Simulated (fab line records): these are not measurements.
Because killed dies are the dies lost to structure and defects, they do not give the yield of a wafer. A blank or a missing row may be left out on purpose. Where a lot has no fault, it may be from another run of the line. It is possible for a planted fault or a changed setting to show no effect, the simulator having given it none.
Check of tool commonality || flow nand-harc || 12 lots and 36 wafers in the sample

## WHY IT WAS OPENED
At NHARC_P_ZERO_WELL_CD_MEAS_37 the reading cd-nm is flagged on 3 of 12 lots. Wafers without a fault read 720.2 nm, standard deviation 2.5.
Rule: a lot is flagged when every wafer of it that has a number lies more than 4 standard deviations from that mean, or none has a number. All remaining lots are regarded as sound.

{"lot": "L690", "measured": "day 1 16:14", "on": "cd-sem-01", "cd-nm (nm), wafer by wafer": "718.8 721.1 717.2", "flag": ""}
{"lot": "L692", "measured": "day 2 04:01", "on": "cd-sem-02", "cd-nm (nm), wafer by wafer": "720.1 720.6 719.8", "flag": ""}
{"lot": "L693", "measured": "day 2 10:05", "on": "cd-sem-01", "cd-nm (nm), wafer by wafer": "720.2 720.6 722.5", "flag": ""}
{"lot": "L695", "measured": "day 2 22:16", "on": "cd-sem-02", "cd-nm (nm), wafer by wafer": "724.9 721.3 720.1", "flag": ""}
{"lot": "L696", "measured": "day 3 04:08", "on": "cd-sem-03", "cd-nm (nm), wafer by wafer": "789.1 786.8 786.6", "flag": "FLAGGED"}
{"lot": "L698", "measured": "day 3 16:07", "on": "cd-sem-03", "cd-nm (nm), wafer by wafer": "788.6 788.2 786.6", "flag": "FLAGGED"}
{"lot": "L699", "measured": "day 3 22:08", "on": "cd-sem-02", "cd-nm (nm), wafer by wafer": "787.2 786.4 785.5", "flag": "FLAGGED"}
{"lot": "L703", "measured": "day 4 22:11", "on": "cd-sem-01", "cd-nm (nm), wafer by wafer": "717.8 719.6 719.5", "flag": ""}
{"lot": "L707", "measured": "day 5 22:07", "on": "cd-sem-02", "cd-nm (nm), wafer by wafer": "720.3 720.1 721.8", "flag": ""}
{"lot": "L708", "measured": "day 6 04:06", "on": "cd-sem-01", "cd-nm (nm), wafer by wafer": "717.5 716.1 721.9", "flag": ""}
{"lot": "L710", "measured": "day 6 16:06", "on": "cd-sem-02", "cd-nm (nm), wafer by wafer": "719.8 725.0 719.8", "flag": ""}
{"lot": "L713", "measured": "day 7 10:01", "on": "cd-sem-02", "cd-nm (nm), wafer by wafer": "718.6 719.9 720.8", "flag": ""}
On average the flagged lots' numbers are 787.2 nm, which is +67.0 nm against the usual, or +27 standard deviations.

## TOOL THAT RAN EACH LOT
Before the reading, the record contains 2 process steps out of a 1159-step route. Each cell gives the tool, then ch followed by the chambers the sampled wafers passed through, then the start.
{"lot": "L690", "flag": "", "NHARC_P_ZERO_WELL_ETCH_62": "rie-diel-05 ch 0,1,2, day 1 16:04 or earlier", "NHARC_P_ZERO_WELL_EXPOSE_34": "krf-scanner-01 ch 0, day 1 16:04"}
{"lot": "L692", "flag": "", "NHARC_P_ZERO_WELL_ETCH_62": "rie-diel-05 ch 1,2, day 2 03:52 or earlier", "NHARC_P_ZERO_WELL_EXPOSE_34": "krf-scanner-03 ch 0, day 2 03:52"}
{"lot": "L693", "flag": "", "NHARC_P_ZERO_WELL_ETCH_62": "rie-diel-04 ch 2,3, day 2 09:56 or earlier", "NHARC_P_ZERO_WELL_EXPOSE_34": "krf-scanner-02 ch 0, day 2 09:56"}
{"lot": "L695", "flag": "", "NHARC_P_ZERO_WELL_ETCH_62": "rie-diel-04 ch 0,1,2, day 2 22:07 or earlier", "NHARC_P_ZERO_WELL_EXPOSE_34": "krf-scanner-01 ch 0, day 2 22:07"}
{"lot": "L696", "flag": "FLAGGED", "NHARC_P_ZERO_WELL_ETCH_62": "rie-diel-05 ch 1,3, day 3 03:59 or earlier", "NHARC_P_ZERO_WELL_EXPOSE_34": "krf-scanner-02 ch 0, day 3 03:59"}
{"lot": "L698", "flag": "FLAGGED", "NHARC_P_ZERO_WELL_ETCH_62": "rie-diel-05 ch 0,1, day 3 15:58 or earlier", "NHARC_P_ZERO_WELL_EXPOSE_34": "krf-scanner-02 ch 0, day 3 15:58"}
{"lot": "L699", "flag": "FLAGGED", "NHARC_P_ZERO_WELL_ETCH_62": "rie-diel-04 ch 0,2, day 3 21:58 or earlier", "NHARC_P_ZERO_WELL_EXPOSE_34": "krf-scanner-02 ch 0, day 3 21:58"}
{"lot": "L703", "flag": "", "NHARC_P_ZERO_WELL_ETCH_62": "rie-diel-13 ch 0,1,3, day 4 22:01 or earlier", "NHARC_P_ZERO_WELL_EXPOSE_34": "krf-scanner-01 ch 0, day 4 22:01"}
{"lot": "L707", "flag": "", "NHARC_P_ZERO_WELL_ETCH_62": "rie-diel-05 ch 1,2,3, day 5 21:58 or earlier", "NHARC_P_ZERO_WELL_EXPOSE_34": "krf-scanner-01 ch 0, day 5 21:58"}
{"lot": "L708", "flag": "", "NHARC_P_ZERO_WELL_ETCH_62": "rie-diel-04 ch 1,2,3, day 6 03:57 or earlier", "NHARC_P_ZERO_WELL_EXPOSE_34": "krf-scanner-03 ch 0, day 6 03:57"}
{"lot": "L710", "flag": "", "NHARC_P_ZERO_WELL_ETCH_62": "rie-diel-04 ch 0,1,3, day 6 15:57 or earlier", "NHARC_P_ZERO_WELL_EXPOSE_34": "krf-scanner-03 ch 0, day 6 15:57"}
{"lot": "L713", "flag": "", "NHARC_P_ZERO_WELL_ETCH_62": "rie-diel-05 ch 0,1,2, day 7 09:52 or earlier", "NHARC_P_ZERO_WELL_EXPOSE_34": "krf-scanner-01 ch 0, day 7 09:52"}
What these steps do:
- NHARC_P_ZERO_WELL_ETCH_62: etches the open film in CHF3/Ar, target depth 13 nm, time 6.5 s.
- NHARC_P_ZERO_WELL_EXPOSE_34: exposes mask P PWELL, target cd 720 nm.
- NHARC_P_ZERO_WELL_CD_MEAS_37: target cd 720 nm.

## FLAGGED OVER TOTAL, TOOL BY TOOL (the gauges that took the reading come last)
{"step": "NHARC_P_ZERO_WELL_ETCH_62", "tool": "rie-diel-04", "lots run": 5, "flagged": 1, "share of the flagged lots": "some", "sound lots run after its first flagged lot": "2 (L708,L710)"}
{"step": "NHARC_P_ZERO_WELL_ETCH_62", "tool": "rie-diel-05", "lots run": 6, "flagged": 2, "share of the flagged lots": "some", "sound lots run after its first flagged lot": "2 (L707,L713)"}
{"step": "NHARC_P_ZERO_WELL_ETCH_62", "tool": "rie-diel-13", "lots run": 1, "flagged": 0, "share of the flagged lots": "none", "sound lots run after its first flagged lot": "-"}
{"step": "NHARC_P_ZERO_WELL_EXPOSE_34", "tool": "krf-scanner-01", "lots run": 5, "flagged": 0, "share of the flagged lots": "none", "sound lots run after its first flagged lot": "-"}
{"step": "NHARC_P_ZERO_WELL_EXPOSE_34", "tool": "krf-scanner-02", "lots run": 4, "flagged": 3, "share of the flagged lots": "all", "sound lots run after its first flagged lot": 0}
{"step": "NHARC_P_ZERO_WELL_EXPOSE_34", "tool": "krf-scanner-03", "lots run": 3, "flagged": 0, "share of the flagged lots": "none", "sound lots run after its first flagged lot": "-"}
{"step": "NHARC_P_ZERO_WELL_CD_MEAS_37", "tool": "cd-sem-01", "lots run": 4, "flagged": 0, "share of the flagged lots": "none", "sound lots run after its first flagged lot": "-"}
{"step": "NHARC_P_ZERO_WELL_CD_MEAS_37", "tool": "cd-sem-02", "lots run": 6, "flagged": 1, "share of the flagged lots": "some", "sound lots run after its first flagged lot": "3 (L707,L710,L713)"}
{"step": "NHARC_P_ZERO_WELL_CD_MEAS_37", "tool": "cd-sem-03", "lots run": 2, "flagged": 2, "share of the flagged lots": "some", "sound lots run after its first flagged lot": 0}
Because NHARC_P_ZERO_WELL_ETCH_62 lacks a start for some lots, the hours and order of its lots are taken from NHARC_P_ZERO_WELL_EXPOSE_34.

## THE TABLE: WHAT IT ALLOWS
Rows of the table that ran each flagged lot: 1, that is krf-scanner-02 at NHARC_P_ZERO_WELL_EXPOSE_34.
- krf-scanner-02 at NHARC_P_ZERO_WELL_EXPOSE_34: 3 of its 4 lots flagged. Its last sound lot is L693 (day 2 09:56), its first flagged lot L696 (day 3 03:59): a fault that began between those two fits. Its own readings lie more than 4 standard deviations out on every wafer of the flagged lots: exposure-dose-mJ-cm2.
Left over: one tool, krf-scanner-02 at NHARC_P_ZERO_WELL_EXPOSE_34.

## WHAT THE SIMULATOR HAD PUT IN
Drift in process parameters on krf-scanner-02 at NHARC_P_ZERO_WELL_EXPOSE_34, starting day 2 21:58. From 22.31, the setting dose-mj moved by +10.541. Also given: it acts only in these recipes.
Struck lots among those shown: L696, L698, L699. This agrees with what the rule above found.
